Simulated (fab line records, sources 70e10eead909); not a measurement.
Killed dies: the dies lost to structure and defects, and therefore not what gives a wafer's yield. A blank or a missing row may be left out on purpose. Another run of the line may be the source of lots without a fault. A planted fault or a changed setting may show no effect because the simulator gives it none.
fab line records ; flow nandHarc
record: lots: 24; wafers: 72; lastDay: 33
route steps=1302 shown P_M1@296 P_M2@329
lots that met no fault: from a run of the same line without faults
startH: start of the lot's first displayed wafer, in hours after the record's first day ; waitH: hours elapsed since this lot's preceding step ; " repeats the value in the row above ; L1.1+2: a row that stands for several wafers ; - value missing, or start not given ; * or withheld: withheld ; < > ~ a bound
route shown NAME@n: names a module that has steps shown in the file, with the first one's number in the route ; usual: the fault-free wafers' mean and standard deviation ; same: alike in all rows ; chamber/n: place in a boat ; sites: each site's reading ; _std_site: how widely they spread, as a standard deviation ; _edge_site: outer sites' mean less inner sites' ; radiusMm: for every site, how far away it sits from the centre of the wafer ; mask NAME#n: copy n ; behind: the last tool/chamber to shape the wafer ; hold: why the lot was held/for how many hours/how that ended ; device: names the non-switching transistor (n, p or np) ; end of line: the tests these same wafers got at the end of their route ; a step with no rows: only its recipe ; killed: not the wafer's yield, but the dies lost to structure and defects at the first sort ; map: a wafer's dies, marking killed ones x, the rest . and places with no die _
set.NAME: the setting as run; set.NAME@STEP: as run at that earlier step ; model.NAME: the simulator's own value behind a step, which no gauge read
route steps across a sampled set of lots; one table per step, one row per wafer
services: the hour from which a tool's chamber was out of use, counted from the record's first day as startH (under 0 if before that day), plus the number of hours and why
== steps ==
step: NHARC_P_M1_OVL_MEAS_10
recipe: pitchNm: 260
usual: overlayXNm: -0.2/0.83; overlayYNm: 0.0/0.83
lot.wafer;tool;chamber;startH;waitH;overlayXNm;overlayYNm
L074.1;overlay-01;-;135.62;-;0.3;-0.3
L074.4;overlay-01;-;135.62;-;0.2;0.4
L074.6;overlay-01;-;135.62;-;0.3;-0.8
L075.1;overlay-01;-;136.88;-;1.3;-0.4
L075.2;overlay-01;-;136.88;-;1.5;-0.5
L075.5;overlay-01;-;136.88;-;1.0;-0.7
L076.1;overlay-01;-;155.26;-;-0.7;0.4
L076.2;overlay-01;-;155.26;-;-0.8;0.5
L076.3;overlay-01;-;155.26;-;-0.1;0.6
L078.2;overlay-02;-;168.24;-;-0.1;1.1
L078.5;overlay-02;-;168.24;-;-0.6;1.3
L078.6;overlay-02;-;168.24;-;-0.5;0.9
L077.1;overlay-01;-;168.55;-;0.3;0.3
L077.2;overlay-01;-;168.55;-;0.6;0.1
L077.5;overlay-01;-;168.55;-;0.3;0.0
L079.1;overlay-01;-;181.09;-;0.0;1.9
L079.5;overlay-01;-;181.09;-;-0.7;1.6
L079.6;overlay-01;-;181.09;-;-0.9;2.0
L081.2;overlay-02;-;194.36;-;-0.9;0.2
L081.3;overlay-02;-;194.36;-;-1.1;-0.3
L081.6;overlay-02;-;194.36;-;-1.0;-0.1
L080.3;overlay-02;-;196.48;-;-0.7;-0.7
L080.4;overlay-02;-;196.48;-;-0.5;-0.4
L080.6;overlay-02;-;196.48;-;-0.7;-0.2
L082.1;overlay-02;-;209.89;-;-1.4;-0.4
L082.2;overlay-02;-;209.89;-;-1.9;0.4
L082.6;overlay-02;-;209.89;-;-1.6;0.0
L083.1;overlay-01;-;216.77;-;-1.9;-0.2
L083.2;overlay-01;-;216.77;-;-1.6;-0.8
L083.6;overlay-01;-;216.77;-;-2.0;-0.8
L084.3;overlay-02;-;234.69;-;-0.3;-0.3
L084.4;overlay-02;-;234.69;-;-0.6;-0.4
L084.5;overlay-02;-;234.69;-;-1.1;-0.2
L085.2;overlay-01;-;241.02;-;1.3;0.6
L085.4;overlay-01;-;241.02;-;0.8;0.5
L085.6;overlay-01;-;241.02;-;1.1;0.7
L086.3;overlay-02;-;241.60;-;-1.2;0.2
L086.4;overlay-02;-;241.60;-;-0.9;-0.9
L086.6;overlay-02;-;241.60;-;-1.0;0.3
L087.1;overlay-01;-;267.72;-;-0.4;-2.1
L087.3;overlay-01;-;267.72;-;-0.4;-1.4
L087.4;overlay-01;-;267.72;-;-0.1;-1.3
L088.1;overlay-01;-;268.65;-;0.0;-2.4
L088.3;overlay-01;-;268.65;-;-0.4;-1.7
L088.4;overlay-01;-;268.65;-;0.0;-1.9
L089.1;overlay-02;-;273.11;-;-0.8;0.6
L089.3;overlay-02;-;273.11;-;0.1;1.0
L089.4;overlay-02;-;273.11;-;0.0;0.8
L090.1;overlay-01;-;288.73;-;0.7;0.4
L090.3;overlay-01;-;288.73;-;0.4;0.8
L090.4;overlay-01;-;288.73;-;1.2;0.4
L091.3;overlay-02;-;298.72;-;-0.8;-0.1
L091.5;overlay-02;-;298.72;-;-0.2;0.6
L091.6;overlay-02;-;298.72;-;-1.0;-0.4
L092.1;overlay-01;-;319.70;-;-0.5;-0.8
L092.2;overlay-01;-;319.70;-;-0.3;-0.5
L092.5;overlay-01;-;319.70;-;-0.2;-1.2
L093.1;overlay-01;-;323.94;-;0.0;-0.6
L093.4;overlay-01;-;323.94;-;0.5;-1.0
L093.6;overlay-01;-;323.94;-;-0.6;-0.4
L094.1;overlay-02;-;327.48;-;1.0;0.2
L094.2;overlay-02;-;327.48;-;0.7;-0.3
L094.5;overlay-02;-;327.48;-;0.8;0.3
L095.1;overlay-02;-;342.60;-;0.5;0.8
L095.4;overlay-02;-;342.60;-;0.0;0.6
L095.5;overlay-02;-;342.60;-;0.0;0.7
L096.2;overlay-01;-;347.21;-;0.6;0.2
L096.3;overlay-01;-;347.21;-;-0.3;0.0
L096.4;overlay-01;-;347.21;-;0.3;0.6
L097.1;overlay-02;-;351.50;-;0.3;-0.3
L097.3;overlay-02;-;351.50;-;0.1;0.0
L097.6;overlay-02;-;351.50;-;0.2;0.1
step: NHARC_P_M1_INSPECT_27
usual: rawDefectCount: 304/130
lot.wafer;tool;chamber;startH;waitH;rawDefectCount
L074.1;defectInspect-02;-;138.31;0.0;330
L074.4;defectInspect-02;-;138.31;0.0;386
L074.6;defectInspect-02;-;138.31;0.0;233
L075.1;defectInspect-02;-;140.01;0.0;361
L075.2;defectInspect-02;-;140.01;0.0;216
L075.5;defectInspect-02;-;140.01;0.0;277
L076.1;defectInspect-02;-;157.92;0.0;399
L076.2;defectInspect-02;-;157.92;0.0;280
L076.3;defectInspect-02;-;157.92;0.0;435
L078.2;defectInspect-02;-;170.91;0.0;283
L078.5;defectInspect-02;-;170.91;0.0;365
L078.6;defectInspect-02;-;170.91;0.0;157
L077.1;defectInspect-02;-;171.71;0.0;148
L077.2;defectInspect-02;-;171.71;0.0;210
L077.5;defectInspect-02;-;171.71;0.0;154
L079.1;defectInspect-01;-;183.83;0.0;239
L079.5;defectInspect-01;-;183.83;0.0;380
L079.6;defectInspect-01;-;183.83;0.0;281
L081.2;defectInspect-01;-;197.03;0.0;304
L081.3;defectInspect-01;-;197.03;0.0;375
L081.6;defectInspect-01;-;197.03;0.0;249
L080.3;defectInspect-02;-;199.22;0.0;587
L080.4;defectInspect-02;-;199.22;0.0;427
L080.6;defectInspect-02;-;199.22;0.0;743
L082.1;defectInspect-02;-;212.54;0.0;367
L082.2;defectInspect-02;-;212.54;0.0;207
L082.6;defectInspect-02;-;212.54;0.0;158
L083.1;defectInspect-01;-;219.47;0.0;277
L083.2;defectInspect-01;-;219.47;0.0;1082
L083.6;defectInspect-01;-;219.47;0.0;501
L084.3;defectInspect-01;-;237.36;0.0;204
L084.4;defectInspect-01;-;237.36;0.0;261
L084.5;defectInspect-01;-;237.36;0.0;379
L085.2;defectInspect-02;-;243.73;0.0;104
L085.4;defectInspect-02;-;243.73;0.0;236
L085.6;defectInspect-02;-;243.73;0.0;133
L086.3;defectInspect-02;-;244.34;0.0;127
L086.4;defectInspect-02;-;244.34;0.0;257
L086.6;defectInspect-02;-;244.34;0.0;134
L087.1;defectInspect-01;-;270.38;0.0;345
L087.3;defectInspect-01;-;270.38;0.0;334
L087.4;defectInspect-01;-;270.38;0.0;281
L088.1;defectInspect-01;-;271.52;0.0;195
L088.3;defectInspect-01;-;271.52;0.0;258
L088.4;defectInspect-01;-;271.52;0.0;276
L089.1;defectInspect-01;-;276.08;0.0;211
L089.3;defectInspect-01;-;276.08;0.0;294
L089.4;defectInspect-01;-;276.08;0.0;209
L090.1;defectInspect-02;-;291.40;0.0;235
L090.3;defectInspect-02;-;291.40;0.0;271
L090.4;defectInspect-02;-;291.40;0.0;258
L091.3;defectInspect-01;-;301.40;0.0;185
L091.5;defectInspect-01;-;301.40;0.0;268
L091.6;defectInspect-01;-;301.40;0.0;144
L092.1;defectInspect-02;-;322.38;0.0;203
L092.2;defectInspect-02;-;322.38;0.0;299
L092.5;defectInspect-02;-;322.38;0.0;225
L093.1;defectInspect-02;-;326.60;0.0;409
L093.4;defectInspect-02;-;326.60;0.0;473
L093.6;defectInspect-02;-;326.60;0.0;470
L094.1;defectInspect-02;-;330.15;0.0;417
L094.2;defectInspect-02;-;330.15;0.0;308
L094.5;defectInspect-02;-;330.15;0.0;247
L095.1;defectInspect-02;-;345.27;0.0;281
L095.4;defectInspect-02;-;345.27;0.0;291
L095.5;defectInspect-02;-;345.27;0.0;248
L096.2;defectInspect-01;-;350.00;0.0;275
L096.3;defectInspect-01;-;350.00;0.0;490
L096.4;defectInspect-01;-;350.00;0.0;254
L097.1;defectInspect-02;-;354.26;0.0;332
L097.3;defectInspect-02;-;354.26;0.0;410
L097.6;defectInspect-02;-;354.26;0.0;327
step: NHARC_P_M1_PRE_CLEAN_32
recipe: timeS: 12; tempC: 370; rfPowerW: 300; gas: NH3
usual: heaterPowerW: 646/90
lot.wafer;tool;chamber;startH;waitH;heaterPowerW
L074.1;pecvd-04;0;138.38;0.1;700
L074.4;pecvd-04;0;138.38;0.1;693
L074.6;pecvd-04;2;138.38;0.1;534
L075.2;pecvd-03;2;140.08;0.1;704
L075.1;pecvd-03;0;140.08;0.1;595
L075.5;pecvd-03;1;140.08;0.1;543
L076.1;pecvd-03;0;157.98;0.1;563
L076.2;pecvd-03;1;157.98;0.1;508
L076.3;pecvd-03;2;157.98;0.1;753
L078.2;pecvd-03;1;170.99;0.1;529
L078.5;pecvd-03;0;170.99;0.1;542
L078.6;pecvd-03;1;170.99;0.1;526
L077.2;pecvd-03;2;171.78;0.1;737
L077.1;pecvd-03;0;171.78;0.1;575
L077.5;pecvd-03;1;171.78;0.1;508
L079.1;pecvd-04;2;183.96;0.1;525
L079.5;pecvd-04;2;183.96;0.1;520
L079.6;pecvd-04;0;183.96;0.1;706
L081.3;pecvd-04;2;197.11;0.1;551
L081.2;pecvd-04;0;197.11;0.1;689
L081.6;pecvd-04;0;197.11;0.1;682
L080.3;pecvd-02;1;199.29;0.1;700
L080.6;pecvd-02;1;199.29;0.1;674
L080.4;pecvd-02;0;199.29;0.1;689
L082.2;pecvd-02;0;212.61;0.1;653
L082.1;pecvd-02;2;212.61;0.1;699
L082.6;pecvd-02;2;212.61;0.1;687
L083.1;pecvd-04;1;219.56;0.1;781
L083.2;pecvd-04;2;219.56;0.1;529
L083.6;pecvd-04;1;219.56;0.1;783
L084.3;pecvd-03;0;237.44;0.1;560
L084.4;pecvd-03;2;237.44;0.1;734
L084.5;pecvd-03;0;237.44;0.1;566
L085.2;pecvd-03;0;243.81;0.1;544
L085.4;pecvd-03;2;243.81;0.1;773
L085.6;pecvd-03;0;243.81;0.1;536
L086.3;pecvd-04;0;244.44;0.1;633
L086.6;pecvd-04;1;244.44;0.1;842
L086.4;pecvd-04;0;244.44;0.1;640
L087.1;pecvd-02;1;270.65;0.3;712
L087.3;pecvd-02;0;270.65;0.3;651
L087.4;pecvd-02;1;270.65;0.3;689
L088.1;pecvd-03;1;271.68;0.2;540
L088.3;pecvd-03;0;271.68;0.2;600
L088.4;pecvd-03;1;271.68;0.2;542
L089.1;pecvd-02;2;276.17;0.1;693
L089.3;pecvd-02;1;276.17;0.1;607
L089.4;pecvd-02;0;276.17;0.1;603
L090.1;pecvd-03;0;291.47;0.1;540
L090.3;pecvd-03;1;291.47;0.1;561
L090.4;pecvd-03;2;291.47;0.1;735
L091.3;pecvd-03;0;301.47;0.1;585
L091.5;pecvd-03;0;301.47;0.1;578
L091.6;pecvd-03;1;301.47;0.1;576
L092.1;pecvd-03;2;322.45;0.1;681
L092.2;pecvd-03;0;322.45;0.1;579
L092.5;pecvd-03;0;322.45;0.1;575
L093.1;pecvd-04;1;326.70;0.1;798
L093.4;pecvd-04;2;326.70;0.1;513
L093.6;pecvd-04;0;326.70;0.1;665
L094.2;pecvd-02;1;330.21;0.1;691
L094.1;pecvd-02;0;330.21;0.1;696
L094.5;pecvd-02;2;330.21;0.1;622
L095.1;pecvd-03;2;345.36;0.1;788
L095.4;pecvd-03;0;345.36;0.1;551
L095.5;pecvd-03;2;345.36;0.1;802
L096.3;pecvd-02;1;350.06;0.1;707
L096.2;pecvd-02;2;350.06;0.1;670
L096.4;pecvd-02;0;350.06;0.1;711
L097.1;pecvd-03;1;354.35;0.1;593
L097.3;pecvd-03;2;354.35;0.1;745
L097.6;pecvd-03;1;354.35;0.1;603
step: NHARC_P_M2_OVL_MEAS_10
recipe: pitchNm: 340
usual: overlayXNm: 0.1/0.95; overlayYNm: -0.1/0.88
lot.wafer;tool;chamber;startH;waitH;overlayXNm;overlayYNm
L074.1;overlay-01;-;139.79;-;1.3;0.6
L074.4;overlay-01;-;139.79;-;1.4;0.1
L074.6;overlay-01;-;139.79;-;1.8;0.6
L075.1;overlay-02;-;141.35;-;-0.9;-0.9
L075.2;overlay-02;-;141.35;-;-1.0;-0.9
L075.5;overlay-02;-;141.35;-;-0.7;-1.0
L076.1;overlay-02;-;159.40;-;-0.9;-0.4
L076.2;overlay-02;-;159.40;-;-0.2;-0.5
L076.3;overlay-02;-;159.40;-;0.2;-0.5
L078.2;overlay-01;-;172.41;-;1.3;0.1
L078.5;overlay-01;-;172.41;-;1.4;0.2
L078.6;overlay-01;-;172.41;-;0.9;-0.1
L077.1;overlay-02;-;173.07;-;-0.7;1.7
L077.2;overlay-02;-;173.07;-;-0.8;1.3
L077.5;overlay-02;-;173.07;-;-0.8;1.3
L079.1;overlay-01;-;185.36;-;0.0;-1.3
L079.5;overlay-01;-;185.36;-;0.1;-0.8
L079.6;overlay-01;-;185.36;-;-0.4;-1.8
L081.2;overlay-01;-;198.40;-;1.3;-0.8
L081.3;overlay-01;-;198.40;-;0.9;-0.2
L081.6;overlay-01;-;198.40;-;1.3;-0.3
L080.3;overlay-01;-;200.74;-;1.8;0.1
L080.4;overlay-01;-;200.74;-;1.5;0.2
L080.6;overlay-01;-;200.74;-;1.9;0.1
L082.1;overlay-01;-;214.03;-;-0.5;-1.5
L082.2;overlay-01;-;214.03;-;-1.0;-1.2
L082.6;overlay-01;-;214.03;-;-0.6;-1.6
L083.1;overlay-01;-;220.99;-;0.4;0.0
L083.2;overlay-01;-;220.99;-;0.2;-0.4
L083.6;overlay-01;-;220.99;-;0.0;0.0
L084.3;overlay-01;-;238.81;-;0.5;1.2
L084.4;overlay-01;-;238.81;-;0.7;1.4
L084.5;overlay-01;-;238.81;-;0.3;1.3
L085.2;overlay-02;-;245.19;-;0.3;-0.2
L085.4;overlay-02;-;245.19;-;0.5;-0.2
L085.6;overlay-02;-;245.19;-;0.3;0.3
L086.3;overlay-01;-;245.82;-;-0.5;-0.3
L086.4;overlay-01;-;245.82;-;-0.4;-0.5
L086.6;overlay-01;-;245.82;-;-0.5;-0.3
L087.1;overlay-01;-;272.06;-;-1.2;-0.1
L087.3;overlay-01;-;272.06;-;-1.0;-0.5
L087.4;overlay-01;-;272.06;-;-0.9;-0.7
L088.1;overlay-01;-;273.15;-;0.3;-1.0
L088.3;overlay-01;-;273.15;-;-0.3;-0.8
L088.4;overlay-01;-;273.15;-;-0.1;-0.1
L089.1;overlay-01;-;277.58;-;1.4;-1.6
L089.3;overlay-01;-;277.58;-;1.2;-1.2
L089.4;overlay-01;-;277.58;-;0.5;-1.8
L090.1;overlay-01;-;292.76;-;-0.1;1.9
L090.3;overlay-01;-;292.76;-;-0.3;1.4
L090.4;overlay-01;-;292.76;-;-0.8;1.7
L091.3;overlay-02;-;302.88;-;-1.1;-1.4
L091.5;overlay-02;-;302.88;-;-1.6;-1.3
L091.6;overlay-02;-;302.88;-;-0.8;-0.7
L092.1;overlay-02;-;323.86;-;-0.9;0.9
L092.2;overlay-02;-;323.86;-;-0.4;0.6
L092.5;overlay-02;-;323.86;-;-0.1;1.0
L093.1;overlay-02;-;328.06;-;-1.0;0.7
L093.4;overlay-02;-;328.06;-;-0.7;0.3
L093.6;overlay-02;-;328.06;-;-0.7;0.3
L094.1;overlay-01;-;331.63;-;-1.0;-1.1
L094.2;overlay-01;-;331.63;-;-1.8;-1.3
L094.5;overlay-01;-;331.63;-;-1.1;-0.8
L095.1;overlay-02;-;346.92;-;1.0;-0.7
L095.4;overlay-02;-;346.92;-;1.3;0.2
L095.5;overlay-02;-;346.92;-;1.5;-0.6
L096.2;overlay-01;-;351.34;-;-0.6;0.9
L096.3;overlay-01;-;351.34;-;-0.1;0.6
L096.4;overlay-01;-;351.34;-;-0.7;0.5
L097.1;overlay-02;-;355.64;-;1.4;0.6
L097.3;overlay-02;-;355.64;-;1.5;0.3
L097.6;overlay-02;-;355.64;-;1.7;-0.1
step: NHARC_P_M2_INSPECT_11
usual: rawDefectCount: 5/3.1
lot.wafer;tool;chamber;startH;waitH;rawDefectCount
L074.1;defectInspect-02;-;139.83;0.0;7
L074.4;defectInspect-02;-;139.83;0.0;6
L074.6;defectInspect-02;-;139.83;0.0;10
L075.1;defectInspect-01;-;141.38;0.0;3
L075.2;defectInspect-01;-;141.38;0.0;1
L075.5;defectInspect-01;-;141.38;0.0;8
L076.1;defectInspect-01;-;159.43;0.0;4
L076.2;defectInspect-01;-;159.43;0.0;7
L076.3;defectInspect-01;-;159.43;0.0;2
L078.2;defectInspect-01;-;172.44;0.0;5
L078.5;defectInspect-01;-;172.44;0.0;2
L078.6;defectInspect-01;-;172.44;0.0;4
L077.1;defectInspect-01;-;173.11;0.0;6
L077.2;defectInspect-01;-;173.11;0.0;2
L077.5;defectInspect-01;-;173.11;0.0;6
L079.1;defectInspect-02;-;185.40;0.0;12
L079.5;defectInspect-02;-;185.40;0.0;8
L079.6;defectInspect-02;-;185.40;0.0;14
L081.2;defectInspect-02;-;198.43;0.0;1
L081.3;defectInspect-02;-;198.43;0.0;9
L081.6;defectInspect-02;-;198.43;0.0;4
L080.3;defectInspect-02;-;200.77;0.0;2
L080.4;defectInspect-02;-;200.77;0.0;3
L080.6;defectInspect-02;-;200.77;0.0;3
L082.1;defectInspect-02;-;214.07;0.0;11
L082.2;defectInspect-02;-;214.07;0.0;9
L082.6;defectInspect-02;-;214.07;0.0;9
L083.1;defectInspect-01;-;221.02;0.0;4
L083.2;defectInspect-01;-;221.02;0.0;6
L083.6;defectInspect-01;-;221.02;0.0;5
L084.3;defectInspect-01;-;238.85;0.0;5
L084.4;defectInspect-01;-;238.85;0.0;7
L084.5;defectInspect-01;-;238.85;0.0;3
L085.2;defectInspect-02;-;245.23;0.0;5
L085.4;defectInspect-02;-;245.23;0.0;3
L085.6;defectInspect-02;-;245.23;0.0;2
L086.3;defectInspect-01;-;245.85;0.0;3
L086.4;defectInspect-01;-;245.85;0.0;1
L086.6;defectInspect-01;-;245.85;0.0;2
L087.1;defectInspect-01;-;272.10;0.0;8
L087.3;defectInspect-01;-;272.10;0.0;9
L087.4;defectInspect-01;-;272.10;0.0;2
L088.1;defectInspect-01;-;273.19;0.0;5
L088.3;defectInspect-01;-;273.19;0.0;8
L088.4;defectInspect-01;-;273.19;0.0;3
L089.1;defectInspect-02;-;277.62;0.0;12
L089.3;defectInspect-02;-;277.62;0.0;13
L089.4;defectInspect-02;-;277.62;0.0;7
L090.1;defectInspect-02;-;292.79;0.0;2
L090.3;defectInspect-02;-;292.79;0.0;4
L090.4;defectInspect-02;-;292.79;0.0;2
L091.3;defectInspect-02;-;302.92;0.0;1
L091.5;defectInspect-02;-;302.92;0.0;4
L091.6;defectInspect-02;-;302.92;0.0;5
L092.1;defectInspect-02;-;323.89;0.0;4
L092.2;defectInspect-02;-;323.89;0.0;3
L092.5;defectInspect-02;-;323.89;0.0;3
L093.1;defectInspect-01;-;328.09;0.0;4
L093.4;defectInspect-01;-;328.09;0.0;4
L093.6;defectInspect-01;-;328.09;0.0;2
L094.1;defectInspect-02;-;331.67;0.0;9
L094.2;defectInspect-02;-;331.67;0.0;4
L094.5;defectInspect-02;-;331.67;0.0;3
L095.1;defectInspect-02;-;346.96;0.0;6
L095.4;defectInspect-02;-;346.96;0.0;6
L095.5;defectInspect-02;-;346.96;0.0;4
L096.2;defectInspect-01;-;351.38;0.0;5
L096.3;defectInspect-01;-;351.38;0.0;4
L096.4;defectInspect-01;-;351.38;0.0;4
L097.1;defectInspect-02;-;355.68;0.0;5
L097.3;defectInspect-02;-;355.68;0.0;6
L097.6;defectInspect-02;-;355.68;0.0;5
step: NHARC_P_M2_STRIP_18
recipe: powerW: 1000; n2FlowSccm: 150; h2FlowSccm: 150; arFlowSccm: 0; biasW: 0; chemistry: N2/H2
usual: drypumpMotorCurrentA: 5.8/0.35; oesProductAu: 0.998/0.013; rfVppV: 90.5/0.98; showerheadPlenumPTorr: 2.01/0.091; throttleValvePct: 14.170/0.0095
lot.wafer;tool;chamber;startH;waitH;drypumpMotorCurrentA;oesProductAu;rfHoursCounterH;rfVppV;showerheadPlenumPTorr;throttleValvePct
L074.4;rieDiel-09;2;140.32;0.1;5.7;1.002;9;90.0;1.94;14.178
L074.1;rieDiel-09;3;140.32;0.1;6.1;1.008;8;89.8;1.90;14.170
L074.6;rieDiel-09;0;140.32;0.1;5.9;0.978;-;91.5;1.94;14.166
L075.2;rieDiel-13;3;141.87;0.1;5.6;1.001;5;89.8;1.97;14.154
L075.1;rieDiel-13;0;141.87;0.1;4.8;0.993;7;89.9;2.08;14.176
L075.5;rieDiel-13;1;141.87;0.1;5.4;1.007;-;89.7;2.10;14.176
L076.3;rieDiel-13;1;159.87;0.1;5.4;0.984;9;89.9;2.10;14.172
L076.1;rieDiel-13;2;159.87;0.1;6.3;1.012;10;90.6;2.15;14.174
L076.2;rieDiel-13;3;159.87;0.1;5.6;0.974;7;91.1;1.97;14.175
L078.2;rieDiel-12;2;172.92;0.1;5.5;1.020;4;89.6;2.00;14.188
L078.6;rieDiel-12;1;172.92;0.1;5.6;0.986;-;90.7;2.12;14.168
L078.5;rieDiel-12;2;172.92;0.1;5.5;1.022;-;90.9;2.00;14.177
L077.2;rieDiel-09;3;173.58;0.1;6.2;1.020;2;89.7;1.90;14.171
L077.1;rieDiel-09;0;173.58;0.1;5.9;1.010;2;89.8;1.94;14.167
L077.5;rieDiel-09;2;173.58;0.1;5.8;0.998;-;91.2;1.94;14.175
L079.1;rieDiel-13;0;185.92;0.1;4.8;0.998;0;92.7;2.08;14.176
L079.6;rieDiel-13;1;185.92;0.1;5.4;1.013;-;90.3;2.10;14.178
L079.5;rieDiel-13;2;185.92;0.1;6.3;0.994;-;91.2;2.15;14.179
L081.2;rieDiel-13;3;198.88;0.1;5.6;0.986;1;92.0;1.97;14.175
L081.3;rieDiel-13;2;198.88;0.1;6.3;1.011;1;92.5;2.15;14.166
L081.6;rieDiel-13;3;198.88;0.1;5.6;1.003;-;91.6;1.97;14.170
L080.3;rieDiel-13;1;201.21;0.1;5.4;1.004;1;91.1;2.10;14.166
L080.4;rieDiel-13;2;201.21;0.1;6.3;1.000;-;93.1;2.15;14.188
L080.6;rieDiel-13;3;201.21;0.1;5.6;1.000;-;90.3;1.97;14.169
L082.1;rieDiel-12;0;214.67;0.1;5.7;1.002;4;89.9;1.90;14.161
L082.2;rieDiel-12;1;214.67;0.1;5.6;0.994;6;89.6;2.12;14.179
L082.6;rieDiel-12;0;214.67;0.1;5.7;0.995;-;89.3;1.90;14.172
L083.2;rieDiel-12;1;221.50;0.1;5.6;0.982;7;90.6;2.12;14.166
L083.1;rieDiel-12;3;221.50;0.1;5.9;0.981;6;90.4;1.96;14.168
L083.6;rieDiel-12;0;221.50;0.1;5.7;0.996;-;88.3;1.90;14.173
L084.3;rieDiel-12;2;239.29;0.1;5.5;1.001;7;90.9;2.00;14.176
L084.4;rieDiel-12;1;239.29;0.1;5.6;0.983;7;90.6;2.12;14.175
L084.5;rieDiel-12;2;239.29;0.1;5.5;1.010;-;89.7;2.00;14.165
L085.2;rieDiel-13;0;245.69;0.1;4.8;0.995;2;91.5;2.08;14.155
L085.4;rieDiel-13;1;245.69;0.1;5.4;0.998;3;90.6;2.10;14.172
L085.6;rieDiel-13;0;245.69;0.1;4.8;0.990;-;91.6;2.08;14.169
L086.4;rieDiel-12;1;246.29;0.1;5.6;0.991;7;91.9;2.12;14.176
L086.3;rieDiel-12;2;246.29;0.1;5.5;1.008;8;90.1;2.00;14.173
L086.6;rieDiel-12;2;246.29;0.1;5.5;1.009;-;91.0;2.00;14.153
L087.4;rieDiel-09;0;272.57;0.1;5.9;0.993;7;90.0;1.93;14.152
L087.1;rieDiel-09;1;272.57;0.1;6.3;1.003;7;91.3;2.11;14.156
L087.3;rieDiel-09;2;272.57;0.1;5.8;1.002;7;89.7;1.94;14.150
L088.3;rieDiel-09;2;273.62;0.1;5.8;1.006;7;89.9;1.94;14.171
L088.4;rieDiel-09;3;273.62;0.1;6.2;1.009;7;90.3;1.89;14.175
L088.1;rieDiel-09;0;273.62;0.1;5.9;0.996;7;90.1;1.93;14.152
L089.1;rieDiel-09;2;278.06;0.1;5.8;0.999;8;90.1;1.94;14.163
L089.3;rieDiel-09;0;278.06;0.1;5.9;0.998;7;90.5;1.93;14.195
L089.4;rieDiel-09;1;278.06;0.1;6.3;1.000;8;89.5;2.11;14.160
L090.1;rieDiel-09;0;293.28;0.1;5.9;0.988;8;90.3;1.93;14.169
L090.4;rieDiel-09;1;293.28;0.1;6.4;1.009;9;91.3;2.11;14.160
L090.3;rieDiel-09;2;293.28;0.1;5.8;1.008;9;90.2;1.94;14.165
L091.3;rieDiel-09;0;303.48;0.1;5.9;0.986;9;90.1;1.93;14.168
L091.5;rieDiel-09;1;303.48;0.1;6.3;1.006;-;92.1;2.11;14.159
L091.6;rieDiel-09;2;303.48;0.1;5.8;1.007;-;90.4;1.94;14.186
L092.1;rieDiel-12;0;324.38;0.1;5.7;1.004;2;91.1;1.90;14.181
L092.2;rieDiel-12;1;324.38;0.1;5.6;0.985;2;90.2;2.12;14.184
L092.5;rieDiel-12;0;324.38;0.1;5.7;1.005;-;89.0;1.90;14.164
L093.1;rieDiel-12;3;328.60;0.1;5.9;0.978;2;89.8;1.96;14.165
L093.6;rieDiel-12;0;328.60;0.1;5.7;0.998;-;90.2;1.90;14.188
L093.4;rieDiel-12;1;328.60;0.1;5.6;0.987;-;89.4;2.12;14.175
L094.1;rieDiel-09;0;332.10;0.1;5.9;0.971;0;90.0;1.93;14.184
L094.2;rieDiel-09;1;332.10;0.1;6.3;1.018;0;91.5;2.11;14.184
L094.5;rieDiel-09;1;332.10;0.1;6.3;1.005;-;90.8;2.11;14.169
L095.4;rieDiel-12;0;347.42;0.1;5.7;1.016;3;89.4;1.90;14.162
L095.1;rieDiel-12;1;347.42;0.1;5.6;1.000;3;91.6;2.12;14.162
L095.5;rieDiel-12;3;347.42;0.1;5.9;0.975;-;90.7;1.96;14.169
L096.3;rieDiel-12;3;351.82;0.1;5.9;0.983;3;91.2;1.96;14.167
L096.2;rieDiel-12;1;351.82;0.1;5.6;1.000;3;91.4;2.12;14.183
L096.4;rieDiel-12;2;351.82;0.1;5.5;0.990;1;89.5;2.00;14.177
L097.3;rieDiel-12;3;356.14;0.1;5.9;0.976;3;90.1;1.96;14.185
L097.1;rieDiel-12;0;356.14;0.1;5.7;1.009;3;91.2;1.90;14.150
L097.6;rieDiel-12;2;356.14;0.1;5.5;0.989;-;90.4;2.00;14.161
== services ==
tool;chamber;startH;hours;kind
pecvd-02;-;132.21;1.2;repair
rieDiel-09;-;143.10;9.0;pm
rieDiel-13;-;165.00;9.0;pm
pecvd-03;-;176.27;0.2;repair
pecvd-03;-;185.00;13.0;pm
pecvd-03;0;185.00;13.0;ventCycle
pecvd-03;1;185.00;13.0;ventCycle
pecvd-03;2;185.00;13.0;ventCycle
pecvd-03;0;198.00;-;clean
rieDiel-13;0;198.11;16.3;repair
pecvd-04;1;201.15;4.2;repair
pecvd-03;-;202.06;16.3;repair
rieDiel-13;1;204.12;13.5;repair
pecvd-02;-;216.88;3.2;repair
pecvd-02;-;227.20;13.0;pm
pecvd-03;-;229.37;0.2;repair
rieDiel-12;-;261.00;0.5;repair
pecvd-04;-;269.26;13.0;pm
rieDiel-12;2;289.92;39.2;repair
rieDiel-09;-;320.10;9.0;pm
pecvd-03;1;330.31;16.2;repair
rieDiel-09;-;334.83;0.2;repair
rieDiel-13;-;342.00;9.0;pm
pecvd-03;-;353.61;0.7;repair
== key ==
fault none
